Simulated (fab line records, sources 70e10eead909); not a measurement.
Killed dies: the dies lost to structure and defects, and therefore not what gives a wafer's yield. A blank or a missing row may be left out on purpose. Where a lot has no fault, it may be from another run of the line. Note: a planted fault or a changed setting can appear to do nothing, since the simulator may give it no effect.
The tool behind it: which one? | flow nand_harc | 14 lots with 42 wafers sampled at 5 steps, on a route of 1159 steps

== WHAT THE GAUGES SHOWED, per wafer ==
NHARC_A_START_INSPECT_01. Usual: 3.1 for raw_defect_count, sd 1.7.
lot  | measured     | on                | raw_defect_count | flag
L170 | day 6 22:27  | defect_inspect-02 | 4 2 5            |
L172 | day 7 01:02  | defect_inspect-01 | 5 1 2            |
L171 | day 7 03:01  | defect_inspect-01 | 5 3 1            |
L173 | day 7 12:49  | defect_inspect-01 | 3 4 2            |
L174 | day 7 16:37  | defect_inspect-02 | 3 2 3            |
L175 | day 8 05:09  | defect_inspect-01 | 3 4 7            |
L177 | day 8 11:20  | defect_inspect-02 | 5 2 4            |
L181 | day 9 15:17  | defect_inspect-01 | 8 4 1            |
L180 | day 9 16:48  | defect_inspect-02 | 2 2 2            |
L184 | day 10 12:34 | defect_inspect-02 | 7 1 3            |
L188 | day 11 01:51 | defect_inspect-01 | 5 3 3            |
L190 | day 11 13:05 | defect_inspect-02 | 4 2 3            |
L191 | day 11 20:47 | defect_inspect-01 | 3 3 2            |
L192 | day 12 05:48 | defect_inspect-02 | 3 0 2            |

NHARC_A_ONON_D1_THK_MEAS_02: measures by ellipsometry. Usual: 1001 nm for thk_nm, sd 9.5.
lot  | measured     | on            | thk_nm (nm)    | flag
L170 | day 7 20:48  | film_metro-01 | 991 992 991    |
L172 | day 8 00:24  | film_metro-01 | 1007 1008 1006 |
L171 | day 8 00:24  | film_metro-02 | 999 1001 997   |
L173 | day 8 13:19  | film_metro-01 | 1012 1015 1013 |
L174 | day 8 13:19  | film_metro-02 | 994 996 993    |
L175 | day 9 08:25  | film_metro-02 | 1002 1002 1003 |
L177 | day 9 08:25  | film_metro-01 | 1000 998 1001  |
L181 | day 10 15:04 | film_metro-01 | 1020 1021 1021 |
L180 | day 10 15:04 | film_metro-02 | 1003 1004 1005 |
L184 | day 11 12:05 | film_metro-01 | 1019 1019 1018 |
L188 | day 12 01:19 | film_metro-01 | 1006 1005 1005 |
L190 | day 12 11:56 | film_metro-02 | 1005 1004 1005 |
L191 | day 12 20:10 | film_metro-01 | 1004 1003 1002 |
L192 | day 13 07:06 | film_metro-01 | 1001 1001 1003 |

NHARC_A_ONON_D1_THK_MEAS_11: measures by ellipsometry. Usual: 1001 nm for thk_nm, sd 9.3.
lot  | measured     | on            | thk_nm (nm)    | flag
L170 | day 7 22:31  | film_metro-01 | 1016 1015 1016 |
L172 | day 8 02:05  | film_metro-01 | 1009 1011 1011 |
L171 | day 8 02:06  | film_metro-01 | 1016 1015 1014 |
L173 | day 8 15:01  | film_metro-02 | 1002 1002 1004 |
L174 | day 8 15:01  | film_metro-01 | 988 990 990    |
L175 | day 9 10:07  | film_metro-02 | 999 999 998    |
L177 | day 9 10:07  | film_metro-01 | 984 986 986    |
L181 | day 10 16:46 | film_metro-02 | 480 480 481    | OFF
L180 | day 10 16:46 | film_metro-01 | 1009 1010 1010 |
L184 | day 11 13:50 | film_metro-01 | 465 463 466    | OFF
L188 | day 12 03:01 | film_metro-01 | 1005 1005 1005 |
L190 | day 12 13:41 | film_metro-01 | 997 998 998    |
L191 | day 12 21:52 | film_metro-02 | 985 988 985    |
L192 | day 13 08:48 | film_metro-01 | 996 996 995    |

NHARC_END_SORT_01. Usual: killed_at_array 28, standard deviation 9.1; killed_at_other 0.6, standard deviation 0.87; killed_at_periphery 3.4, standard deviation 2.7; killed_dies 32, standard deviation 9; killed_open 3.2, standard deviation 1.9; killed_short 2.0, standard deviation 1.3.
lot  | measured     | on        | killed_at_array | killed_at_other | killed_at_periphery | killed_dies | killed_open | killed_short | flag
L181 | day 22 22:19 | prober-02 | 676 674 676     | 0 0 0           | 1 3 1               | 677 677 677 | 1 4 4       | 3 3 2        | OFF
L184 | day 24 05:35 | prober-02 | 669 666 664     | 1 2 3           | 7 9 10              | 677 677 677 | 3 1 2       | 3 3 2        | OFF

== EACH LOT AND THE TOOL THAT RAN IT (in order: tool; ch and the chambers of the sampled wafers; start) ==
lot  | NHARC_A_ONON_D1_DEP_09
L170 | pecvd_onon-02 ch 0, day 7 22:07
L172 | pecvd_onon-04 ch 0, day 8 01:35
L171 | pecvd_onon-03 ch 0, day 8 01:36
L173 | pecvd_onon-04 ch 0, day 8 14:34
L174 | pecvd_onon-03 ch 0, day 8 14:29
L175 | pecvd_onon-02 ch 0, day 9 09:36
L177 | pecvd_onon-04 ch 0, day 9 09:37
L181 | pecvd_onon-04 ch 0, day 10 16:19
L180 | pecvd_onon-02 ch 0, day 10 16:26
L184 | pecvd_onon-04 ch 0, day 11 13:22
L188 | pecvd_onon-03 ch 0, day 12 02:30
L190 | pecvd_onon-03 ch 0, day 12 13:10
L191 | pecvd_onon-02 ch 0, day 12 21:22
L192 | pecvd_onon-03 ch 0, day 13 08:21
- NHARC_A_ONON_D1_DEP_09: target thk 1000 nm.

== AS READ BY THE TOOLS THEMSELVES (means over the sampled wafers that have a number; for cases with no such wafer, the mark the record gives instead) ==
The record holds no such reading with a usual standard deviation.

== THE ANSWER, worked out from the rows above alone ==
Rule: take the mean of a lot's wafers that have a number; if it is more than 3 standard deviations from the usual mean, the lot is off. A lot without any number at a reading at which 4 lots or more have one is off too. Any other lot the step has rows for is counted as sound. First the gauges in route order, then the tools' own readings, where a lot's mean is used as printed above. The first step at which some lot is off is used, and at that step the reading that is off furthest; a lot without a number counts as furthest.
Off at NHARC_A_ONON_D1_THK_MEAS_11 (thk_nm): L181, L184.
If a tool, at a process step before that reading, ran all the lots that are off and no sound lot after the first of them, it fits. Not tried: the gauges at NHARC_A_ONON_D1_THK_MEAS_11; whatever is off there is also off at NHARC_END_SORT_01, on other tools, and gauge error can't account for it. One candidate fits, namely pecvd_onon-04 at NHARC_A_ONON_D1_DEP_09. Its last sound lot is L177 (day 9 09:37), its first lot that is off L181 (day 10 16:19): a fault that began between those two fits.

== WHAT WAS PUT IN BY THE SIMULATOR ==
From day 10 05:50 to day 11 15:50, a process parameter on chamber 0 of pecvd_onon-04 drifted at NHARC_A_ONON_D1_DEP_09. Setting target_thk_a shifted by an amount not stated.
Shown lots that were struck: L181, L184. The same result came from the rule above.
